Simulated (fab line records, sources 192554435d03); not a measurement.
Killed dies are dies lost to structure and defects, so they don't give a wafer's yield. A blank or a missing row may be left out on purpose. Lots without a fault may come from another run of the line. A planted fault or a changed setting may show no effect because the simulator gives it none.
Chamber matching | flow n5_finfet | N5_BEOL_M0_SAQP_SPACER2_ETCHBACK_27 on rie_diel-02: 4 sister chambers
The step etches SiO2 in CHF3/O2, target depth 22.5 nm, time 11.25 s. 14 wafers are shown with their chamber, then 7 later ones without.

WAFERS WITH THEIR CHAMBER
wafer  | chamber | drypump_motor_current_A (A) | throttle_valve_pct (%) | oes_product_au (a.u.)
L078.1 | 2       | 5.7                         | 18.99                  | 0.69
L078.4 | 0       | 5.3                         | 18.88                  | 0.73
L078.5 | 2       | 5.7                         | 18.99                  | 0.68
L082.1 | 2       | 5.7                         | 18.97                  | 0.68
L082.4 | 0       | 5.3                         | 18.86                  | 0.73
L082.5 | 0       | 5.3                         | 18.89                  | 0.72
L081.1 | 1       | 5.8                         | 18.92                  | 0.67
L081.3 | 2       | 5.6                         | 18.99                  | 0.68
L081.6 | 2       | 5.7                         | 18.97                  | 0.68
L086.2 | 1       | 5.8                         | 18.93                  | 0.66
L086.3 | 3       | 5.5                         | 19.30                  | 0.65
L086.6 | 3       | 5.5                         | 19.28                  | 0.65
L090.1 | 1       | 5.8                         | 18.93                  | 0.66
L090.2 | 0       | 5.3                         | 18.90                  | 0.71

SIGNATURES (means of the wafers above)
reading                 | chamber 0 | chamber 1 | chamber 2 | chamber 3 | scatter within a chamber
drypump_motor_current_A | 5.300     | 5.800     | 5.680     | 5.500     | 0.0283
throttle_valve_pct      | 18.8825   | 18.9267   | 18.9820   | 19.2900   | 0.0127
oes_product_au          | 0.7225    | 0.6633    | 0.6820    | 0.6500    | 0.00649
Rule: a wafer's distance from a chamber is the root of the sum, over the readings, of the square of ((its reading less the chamber's mean) divided by the reading's scatter). The wafer belongs to the nearest chamber; if the next one is less than 2 further off, it can't be placed. The scatter: the root of (the sum of the squares of (reading less its chamber's mean) over the shown wafers, divided by (wafers less chambers)).

WAFERS WITHOUT THEIR CHAMBER
wafer  | drypump_motor_current_A (A) | throttle_valve_pct (%) | oes_product_au (a.u.)
L090.6 | 5.3                         | 18.91                  | 0.71
L091.1 | 5.8                         | 18.96                  | 0.66
L091.4 | 5.5                         | 18.90                  | 0.95
L091.5 | 5.3                         | 18.89                  | 0.71
L094.1 | 5.7                         | 18.56                  | 0.97
L094.2 | 5.5                         | 18.91                  | 0.94
L094.4 | 5.3                         | 18.91                  | 0.72

WHICH CHAMBER EACH WENT THROUGH
wafer  | from the rows above | in truth
L090.6 | 0                   | 0
L091.1 | 1                   | 1
L091.4 | 0                   | 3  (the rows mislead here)
L091.5 | 0                   | 0
L094.1 | 0                   | 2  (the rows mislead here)
L094.2 | 0                   | 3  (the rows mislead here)
L094.4 | 0                   | 0
Placed correctly: 4 of 7. Can't be placed from these rows: 0. Placed wrongly: 3.
